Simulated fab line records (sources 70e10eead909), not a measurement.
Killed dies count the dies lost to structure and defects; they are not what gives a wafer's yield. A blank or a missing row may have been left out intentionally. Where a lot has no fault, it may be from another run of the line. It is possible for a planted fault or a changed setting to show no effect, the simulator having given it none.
fab line records | flow nand_harc
record: lots: 14 | wafers: 42 | last_day: 33
route steps=1302 shown A_CONTACT@1087 THIN_TSV@1265 END@1302
lots with no fault: from the same line, run without faults
start_h: hours from the record's first day to the start of the lot's first wafer shown | wait_h: time in hours since the lot's previous step | " the same as in the row above | L1.1+2: a row that stands for several wafers | - no value, or no start was given | * or withheld: withheld | < > ~ a bound
route shown NAME@n: a module of which the file shows steps, and the number in the route of the first | usual: average and standard deviation across the fault-free wafers | same: alike in all rows | chamber/n: place in a boat | sites: the reading at each site | _std_site: the standard deviation of these | _edge_site: inner sites' mean taken away from outer sites' mean | radius_mm: for every site, how far away it sits from the centre of the wafer | mask NAME#n: copy n | behind: the tool/chamber that last shaped the wafer | hold: why the lot was held/for how many hours/how that ended | device: whichever transistor did not switch (one of n, p or np) | end of line: tests of these same wafers at the route's end | step lacking rows: just its recipe | killed: dies lost to structure and defects at the first sort, not the wafer's yield | map: a wafer's dies, marking killed ones x, the rest . and places with no die _
set.NAME: the setting as run; set.NAME@STEP: as run at that earlier step | model.NAME: the simulator's own value behind a step, which no gauge read
a sample of lots followed through the steps of the route, with each step as a table and each wafer as a row
services: when a tool's chamber went out of use (start_h, in hours from the record's first day, below 0 if earlier), for how many hours, and the reason
== steps ==
step: NHARC_A_CONTACT_ETCH_135
recipe: source_w: withheld | pressure_mtorr: 20 | bias_v: 1200 | time_s: 311 | target_depth_a: 19120 | ar_flow_sccm: withheld | c4f8_flow_sccm: withheld | o2_flow_sccm: withheld | chemistry: C4F8/O2/Ar
lot.wafer | tool            | chamber | start_h | wait_h | rf_hours_counter_h
L306.2    | har_cap_etch-03 | 0       | 513.42  | 0.2    | 44
L306.1    | "               | 1       | "       | "      | 44
L306.5    | "               | 1       | "       | "      | -
L307.1    | har_cap_etch-01 | 1       | 514.24  | 0.2    | 0
L307.2    | "               | 0       | "       | "      | 0
L307.6    | "               | 1       | "       | "      | -
L309.1    | har_cap_etch-02 | 1       | 527.22  | 0.2    | 92
L309.2    | "               | 0       | "       | "      | 92
L309.6    | "               | 1       | "       | "      | -
L308.2    | har_cap_etch-03 | 1       | 528.82  | 0.2    | 47
L308.1    | "               | 0       | "       | "      | 47
L308.3    | "               | 0       | "       | "      | -
L310.2    | har_cap_etch-03 | 1       | 541.81  | 0.2    | 49
L310.3    | "               | 1       | "       | "      | -
L310.6    | "               | 0       | "       | "      | -
L314.2    | har_cap_etch-03 | 0       | 593.68  | 0.2    | 55
L314.1    | "               | 1       | "       | "      | 55
L314.5    | "               | 0       | "       | "      | -
L316.4    | har_cap_etch-03 | 0       | 617.39  | 0.2    | -
L316.5    | "               | 1       | "       | "      | -
L316.6    | "               | 0       | "       | "      | -
L317.2    | har_cap_etch-01 | 0       | 633.86  | 0.2    | 22
L317.6    | "               | 0       | "       | "      | -
L317.5    | "               | 1       | "       | "      | -
L323.1    | har_cap_etch-02 | 1       | 672.77  | 0.2    | 118
L323.3    | "               | 0       | "       | "      | -
L323.4    | "               | 1       | "       | "      | -
L322.1    | har_cap_etch-01 | 1       | 677.27  | 0.2    | 34
L322.2    | "               | 0       | "       | "      | 34
L322.4    | "               | 1       | "       | "      | -
L324.1    | har_cap_etch-03 | 0       | 685.36  | 0.2    | 71
L324.4    | "               | 1       | "       | "      | -
L324.5    | "               | 1       | "       | "      | -
L327.2    | har_cap_etch-02 | 1       | 713.46  | 0.2    | 125
L327.1    | "               | 0       | "       | "      | 125
L327.4    | "               | 1       | "       | "      | -
L329.2    | har_cap_etch-01 | 1       | 721.93  | 0.2    | 42
L329.4    | "               | 1       | "       | "      | -
L329.3    | "               | 0       | "       | "      | -
L328.2    | har_cap_etch-03 | 1       | 729.96  | 0.2    | 79
L328.3    | "               | 1       | "       | "      | -
L328.6    | "               | 0       | "       | "      | -
step: NHARC_THIN_TSV_STRIP_45
recipe: power_w: 1500 | temp_c: 250 | chemistry: O2
usual: drypump_motor_current_A: 5.4/0.41 | heater_power_w: 350/42
lot.wafer | tool            | chamber | start_h | wait_h | drypump_motor_current_A | heater_power_w | rf_hours_counter_h
L306.1    | plasma_asher-01 | 0       | 547.34  | 0.1    | 4.8                     | 330            | 2
L306.2    | "               | 1       | "       | "      | 5.8                     | 350            | 2
L306.5    | "               | 0       | "       | "      | 4.8                     | 336            | -
L307.2    | plasma_asher-02 | 1       | 550.15  | 0.1    | 5.8                     | 402            | 12
L307.1    | "               | 0       | "       | "      | 5.0                     | 302            | 12
L307.6    | "               | 1       | "       | "      | 5.8                     | 395            | -
L309.1    | plasma_asher-02 | 1       | 560.81  | 0.1    | 5.8                     | 394            | 14
L309.2    | "               | 0       | "       | "      | 5.1                     | 302            | 14
L309.6    | "               | 0       | "       | "      | 5.0                     | 308            | -
L308.2    | plasma_asher-01 | 1       | 562.65  | 0.1    | 5.9                     | 345            | 6
L308.1    | "               | 0       | "       | "      | 4.8                     | 324            | 6
L308.3    | "               | 0       | "       | "      | 4.9                     | 328            | -
L310.2    | plasma_asher-02 | 1       | 575.66  | 0.1    | 5.8                     | 402            | 17
L310.3    | "               | 0       | "       | "      | 5.0                     | 301            | -
L310.6    | "               | 1       | "       | "      | 5.8                     | 399            | -
L314.1    | plasma_asher-02 | 0       | 630.31  | 0.1    | 5.0                     | 309            | 27
L314.2    | "               | 1       | "       | "      | 5.8                     | 396            | 27
L314.5    | "               | 0       | "       | "      | 5.0                     | 312            | -
L316.4    | plasma_asher-02 | 1       | 651.54  | 0.2    | 5.8                     | 388            | -
L316.5    | "               | 0       | "       | "      | 5.0                     | 311            | -
L316.6    | "               | 1       | "       | "      | 5.8                     | 389            | -
L317.2    | plasma_asher-02 | 1       | 673.28  | 0.1    | 5.8                     | 401            | 35
L317.5    | "               | 1       | "       | "      | 5.8                     | 398            | -
L317.6    | "               | 0       | "       | "      | 5.0                     | 305            | -
L323.1    | plasma_asher-01 | 1       | 706.22  | 0.1    | 5.8                     | 344            | 0
L323.4    | "               | 1       | "       | "      | 5.9                     | 350            | -
L323.3    | "               | 0       | "       | "      | 4.8                     | 336            | -
L322.1    | plasma_asher-02 | 0       | 711.82  | 0.1    | 5.0                     | 300            | 11
L322.2    | "               | 1       | "       | "      | 5.8                     | 423            | 11
L322.4    | "               | 1       | "       | "      | 5.8                     | 420            | -
L324.1    | plasma_asher-02 | 1       | 724.72  | 0.3    | 5.8                     | 409            | 13
L324.4    | "               | 1       | "       | "      | 5.8                     | 411            | -
L324.5    | "               | 1       | "       | "      | 5.8                     | 405            | -
L327.2    | plasma_asher-02 | 1       | 747.78  | 0.1    | 5.8                     | 404            | 16
L327.1    | "               | 0       | "       | "      | 5.1                     | 300            | 16
L327.4    | "               | 1       | "       | "      | 5.8                     | 408            | -
L329.2    | plasma_asher-02 | 1       | 757.98  | 0.1    | 5.8                     | 411            | 18
L329.3    | "               | 1       | "       | "      | 5.8                     | 405            | -
L329.4    | "               | 0       | "       | "      | 5.0                     | 305            | -
L328.2    | plasma_asher-02 | 0       | 765.13  | 0.1    | 5.0                     | 306            | 20
L328.3    | "               | 0       | "       | "      | 5.1                     | 297            | -
L328.6    | "               | 1       | "       | "      | 5.8                     | 403            | -
step: NHARC_THIN_TSV_PVD_19
recipe: target_thk_a: 200 | chamber_pressure_pa: 5 | material: TaN
usual: throttle_valve_pct: 30.4/0.87
lot.wafer | tool           | chamber | start_h | wait_h | throttle_valve_pct
L306.2    | pvd_sputter-03 | -       | -       | -      | 30.9
L306.1    | "              | -       | "       | "      | 29.8
L306.5    | "              | -       | "       | "      | 29.0
L307.2    | pvd_sputter-01 | -       | -       | -      | 29.6
L307.1    | "              | -       | "       | "      | 30.5
L307.6    | "              | -       | "       | "      | 31.8
L309.1    | pvd_sputter-01 | -       | -       | -      | 29.6
L309.2    | "              | -       | "       | "      | 32.1
L309.6    | "              | -       | "       | "      | 29.9
L308.2    | pvd_sputter-01 | -       | -       | -      | 31.8
L308.1    | "              | -       | "       | "      | 30.8
L308.3    | "              | -       | "       | "      | 29.9
L310.3    | pvd_sputter-01 | -       | -       | -      | 29.9
L310.2    | "              | -       | "       | "      | 30.7
L310.6    | "              | -       | "       | "      | 29.7
L314.2    | pvd_sputter-01 | -       | -       | -      | 29.6
L314.1    | "              | -       | "       | "      | 30.2
L314.5    | "              | -       | "       | "      | 29.7
L316.4    | pvd_sputter-03 | -       | -       | -      | 31.0
L316.5    | "              | -       | "       | "      | 31.0
L316.6    | "              | -       | "       | "      | 29.1
L317.2    | pvd_sputter-02 | -       | -       | -      | 30.9
L317.5    | "              | -       | "       | "      | 31.5
L317.6    | "              | -       | "       | "      | 30.0
L323.1    | pvd_sputter-02 | -       | -       | -      | 31.3
L323.4    | "              | -       | "       | "      | 29.7
L323.3    | "              | -       | "       | "      | 30.9
L322.1    | pvd_sputter-02 | -       | -       | -      | 31.4
L322.2    | "              | -       | "       | "      | 30.0
L322.4    | "              | -       | "       | "      | 31.0
L324.1    | pvd_sputter-02 | -       | -       | -      | 31.0
L324.4    | "              | -       | "       | "      | 29.9
L324.5    | "              | -       | "       | "      | 30.8
L327.4    | pvd_sputter-02 | -       | -       | -      | 30.1
L327.1    | "              | -       | "       | "      | 30.6
L327.2    | "              | -       | "       | "      | 31.5
L329.4    | pvd_sputter-03 | -       | -       | -      | 29.6
L329.3    | "              | -       | "       | "      | 31.1
L329.2    | "              | -       | "       | "      | 29.7
L328.3    | pvd_sputter-03 | -       | -       | -      | 31.2
L328.2    | "              | -       | "       | "      | 29.6
L328.6    | "              | -       | "       | "      | 30.1
step: NHARC_END_SORT_01
recipe: temp_c: 25
usual: killed_at_array: 61/26 | killed_at_other: 0.8/1.1 | killed_at_periphery: 4.0/2.6 | killed_dies: 66/26 | killed_open: 3.1/1.7 | killed_short: 2.5/1.5
same: gross_dies: 677
lot.wafer | tool      | chamber | start_h | wait_h | killed_at_array | killed_at_other | killed_at_periphery | killed_dies | killed_open | killed_short
L314.1    | prober-02 | 0       | 642.80  | 2.5    | 164             | 1               | 1                   | 166         | 2           | 4
L314.2    | prober-02 | 0       | 643.61  | 2.8    | 103             | 1               | 2                   | 106         | 3           | 2
L314.5    | prober-02 | 0       | 646.05  | 3.8    | 125             | 0               | 7                   | 132         | 2           | 2
L316.4    | prober-01 | 0       | 667.89  | 3.4    | 48              | 1               | 4                   | 53          | 5           | 2
L316.5    | prober-01 | 0       | 668.69  | 3.7    | 144             | 0               | 2                   | 146         | 0           | 2
L316.6    | prober-01 | 0       | 669.50  | 4.0    | 54              | 0               | 3                   | 57          | 3           | 3
killed by level:class
L314.1 A_CONTACT:unspecified=96 A_CHANNEL_HOLE_D1:chamber_film_flake=24 A_SLIT:chamber_film_flake=24 A_CHANNEL_HOLE_D2:chamber_film_flake=11 P_CONTACT:geometric_particle:short=1 A_CHANNEL_HOLE_D1:geometric_particle:short=1 A_ONON_D2:geometric_particle:open=1 A_ONON_D2:geometric_particle:short=1
L314.2 A_CHANNEL_HOLE_D2:chamber_film_flake=35 A_SLIT:chamber_film_flake=30 A_CHANNEL_HOLE_D1:chamber_film_flake=29 A_ONON_D1:geometric_particle:open=1 A_DECK1_JOINT:geometric_particle:short=1 A_WL_FILL:geometric_particle:short=1 A_CONTACT:geometric_particle:open=1 A_M0:geometric_particle:open=1
L314.5 A_CHANNEL_HOLE_D1:chamber_film_flake=40 A_SLIT:chamber_film_flake=40 A_CHANNEL_HOLE_D2:chamber_film_flake=34 A_DECK1_JOINT:chamber_film_flake=4 P_ZERO_WELL:chamber_film_flake=3 P_GATE:chamber_film_flake=3 P_CONTACT:geometric_particle:short=1 A_CHANNEL_FILL_D1:geometric_particle:open=1
L316.4 A_SLIT:chamber_film_flake=37 A_CONTACT:chamber_film_flake=4 P_GATE:chamber_film_flake=2 P_CONTACT:geometric_particle:open=1 P_M1:geometric_particle:open=1 A_DECK1_JOINT:geometric_particle:short=1 A_CONTACT:geometric_particle:open=1 A_M0:geometric_particle:open=1
L316.5 A_CONTACT:unspecified=95 A_SLIT:chamber_film_flake=39 P_STI:chamber_film_flake=2 A_CHANNEL_HOLE_D1:chamber_film_flake=2 A_CHANNEL_HOLE_D2:chamber_film_flake=2 A_CONTACT:chamber_film_flake=2 A_CHANNEL_FILL_D1:geometric_particle:short=1 A_DECK1_JOINT:geometric_particle:short=1
L316.6 A_SLIT:chamber_film_flake=40 A_CHANNEL_FILL_D2:geometric_particle:open=2 A_CHANNEL_HOLE_D1:chamber_film_flake=2 A_CONTACT:chamber_film_flake=2 A_CHANNEL_FILL_D1:geometric_particle:short=1 A_DECK1_JOINT:geometric_particle:short=1 A_WL_FILL:geometric_particle:short=1 A_M0:geometric_particle:open=1
== services ==
tool            | chamber | start_h | hours | kind
har_cap_etch-01 | -       | 497.00  | 17.0  | pm
plasma_asher-02 | -       | 498.74  | 9.0   | pm
plasma_asher-02 | 0       | 498.74  | 9.0   | vent_cycle
plasma_asher-02 | 1       | 498.74  | 9.0   | vent_cycle
plasma_asher-02 | 0       | 507.74  | -     | clean
plasma_asher-02 | 1       | 507.74  | -     | clean
pvd_sputter-02  | -       | 518.09  | 1.1   | repair
plasma_asher-01 | -       | 519.27  | 9.0   | pm
plasma_asher-01 | -       | 532.95  | 7.7   | repair
pvd_sputter-03  | -       | 535.45  | 10.0  | pm
pvd_sputter-02  | -       | 538.30  | 4.0   | repair
har_cap_etch-02 | -       | 549.52  | 0.3   | repair
pvd_sputter-01  | -       | 582.03  | 10.0  | pm
pvd_sputter-02  | -       | 588.24  | 1.4   | repair
har_cap_etch-02 | -       | 591.24  | 2.4   | repair
plasma_asher-02 | -       | 593.06  | 2.5   | repair
pvd_sputter-02  | -       | 638.01  | 10.0  | pm
plasma_asher-02 | -       | 675.83  | 9.0   | pm
plasma_asher-01 | -       | 696.27  | 9.0   | pm
pvd_sputter-03  | -       | 713.45  | 10.0  | pm
plasma_asher-02 | -       | 738.86  | 0.7   | repair
plasma_asher-02 | -       | 744.08  | 3.5   | repair
har_cap_etch-02 | -       | 754.00  | 17.0  | pm
pvd_sputter-01  | -       | 760.03  | 10.0  | pm
== key ==
first_sign: step: NHARC_END_SORT_01 | reading: killed_at_array | direction: up | sigmas: 3.6 | usual: 61 | struck: 154
effect: step: NHARC_END_SORT_01 | reading: killed_dies | direction: up | sigmas: 3.5 | usual: 66 | struck: 156
more_kills_born_at: NHARC_A_CONTACT_ETCH_135@har_cap_etch-03: 189
met_at NHARC_A_CONTACT_ETCH_135
struck_lots L314,L316
struck_wafers L314.1,L316.5
tester_left_out L314,L316
not_acting_at NHARC_THIN_TSV_STRIP_45,NHARC_THIN_TSV_PVD_19
onset_between 541.81 593.68
fault: kind: chamber_particle_source | tool: har_cap_etch-03 | chamber: 1 | onset_h: 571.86 | steps: NHARC_A_CONTACT_ETCH_135 | rate_per_visit_cm2: 1.4622 | end_h: 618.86
tester_left_out: of these lots the tester's yield and bins aren't shown, on N5 and GAA mostly nor the transistor test; their killed dies are dies lost to structure and defects alone, not to doping, threshold or leakage, so they don't give the yield
